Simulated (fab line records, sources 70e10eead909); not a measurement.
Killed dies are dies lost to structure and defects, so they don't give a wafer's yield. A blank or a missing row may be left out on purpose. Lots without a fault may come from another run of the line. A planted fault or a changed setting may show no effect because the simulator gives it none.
Chamber matching | flow nand_harc | NHARC_P_CONTACT_CMP_01 on cmp-02: 4 sister chambers
The step polishes SiO2, target thk 200 nm. 4 wafers are shown with their chamber, then 12 later ones without.

WAFERS WITH THEIR CHAMBER
wafer  | chamber | motor_current_A (A)
L084.5 | 1       | 12.4
L087.1 | 2       | 10.9
L087.3 | 0       | 11.5
L087.4 | 3       | 12.4

WAFERS WITHOUT THEIR CHAMBER
wafer  | motor_current_A (A)
L089.1 | 13.2
L089.3 | 11.8
L089.4 | 11.3
L089.2 | 10.8
L089.5 | 12.9
L089.6 | 11.1
L090.1 | 11.8
L090.3 | 12.5
L090.4 | 11.4
L092.1 | 11.4
L092.2 | 12.2
L092.5 | 13.1

WHICH CHAMBER EACH WENT THROUGH
wafer  | from the rows above               | in truth
L089.1 | can't be placed: 1 or 3           | 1
L089.3 | can't be placed: 0 or 1 or 3 or 2 | 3
L089.4 | can't be placed: 0 or 2           | 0
L089.2 | can't be placed: 2 or 0           | 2
L089.5 | can't be placed: 1 or 3           | 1
L089.6 | can't be placed: 2 or 0           | 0
L090.1 | can't be placed: 0 or 1 or 3 or 2 | 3
L090.3 | can't be placed: 1 or 3           | 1
L090.4 | can't be placed: 0 or 2           | 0
L092.1 | can't be placed: 0 or 2           | 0
L092.2 | can't be placed: 1 or 3 or 0      | 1
L092.5 | can't be placed: 1 or 3           | 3
Placed correctly: 0 of 12. Can't be placed from these rows: 12 (the true chamber is among the candidates in 12). Placed wrongly: 0.
How it was worked out, from the rows above alone: a wafer's distance from a chamber is the root of the sum, over the readings, of the square of ((its reading less the chamber's mean) divided by the reading's scatter). The wafer belongs to the nearest chamber; if the next one is less than 2 further off, it can't be placed. A chamber's mean is the mean of its shown wafers. The scatter: with one shown wafer a chamber, the root of the mean of the squares of how far each hidden wafer lies from its nearest shown one.
